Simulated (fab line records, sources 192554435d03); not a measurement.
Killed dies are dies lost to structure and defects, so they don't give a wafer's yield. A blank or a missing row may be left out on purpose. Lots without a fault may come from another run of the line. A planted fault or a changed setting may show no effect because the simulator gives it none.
One fault seen from 2 desks | flow n5_finfet | each desk has only its own numbers; what lay behind them comes last

THE DEFECT DESK
What the inspections along the route counted, lot by lot: means of the sampled wafers that have a number. A lot is out of limits, marked OUT, if its mean lies more than 4 standard deviations from the usual mean; the brackets give that distance.
Columns: A = raw_defect_count at N5_BEOL_M14_INSPECT_12, usual 1.9
lot  | first seen here | A
L978 | day 11 06:29    | 3.0
L980 | day 12 03:39    | 0.7
L983 | day 14 01:50    | 2.0
L988 | day 14 17:16    | 1.3
L992 | day 15 11:01    | 1.0
L994 | day 15 17:29    | 2.7
L996 | day 16 17:08    | 1.3
L995 | day 16 18:29    | 2.0
L100 | day 16 19:41    | 1.0
L999 | day 17 01:14    | 1.7
L998 | day 17 03:04    | 1.3
This desk's finding: nothing out of limits on any of the 11 lots.

THE TOOL OWNER'S DESK: litho_track-04
The tool's own readings at N5_BEOL_M14_COAT_65 (time 60 s, resist thk 450 nm): means of the sampled wafers that have a number, for each lot that ran on this tool. A lot is out of limits, marked OUT, if its mean lies more than 4 standard deviations from the usual mean; the brackets give that distance.
Columns: A = heater_power_total_W at N5_BEOL_M14_COAT_65, usual 500.5 W; B = spin_speed_rpm at N5_BEOL_M14_COAT_65, usual 1499.8 rpm
lot  | first seen here | A     | B
L978 | day 11 07:01    | 498.7 | 1499.4
L983 | day 14 02:22    | 499.4 | 1443.0 (-47) OUT
L988 | day 14 17:50    | 500.9 | 1444.2 (-46) OUT
L999 | day 17 01:44    | 498.7 | 1499.6
L998 | day 17 03:35    | 501.3 | 1499.4
This desk's finding: out of limits on L983, L988; first on L983, day 14 02:22 (spin_speed_rpm at N5_BEOL_M14_COAT_65). In limits: L978, L999, L998.

PUT TOGETHER
The tool owner's desk could have raised an alarm at day 14 02:22, on L983, L988.
The defect desk saw nothing out of limits.
The defect desk has L983, L988 on record, within its limits.
Of the lots named, all ran N5_BEOL_M14_COAT_65 on litho_track-04.

WHAT THE SIMULATOR HAD PUT IN
Process parameter drift: litho_track-04, from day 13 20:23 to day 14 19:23, at N5_BEOL_M14_COAT_65. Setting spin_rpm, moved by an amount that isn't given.
Lots struck among those shown: L983, L988.
Hours from the fault's start to each desk's first reading out of limits: the tool owner's desk, 6.
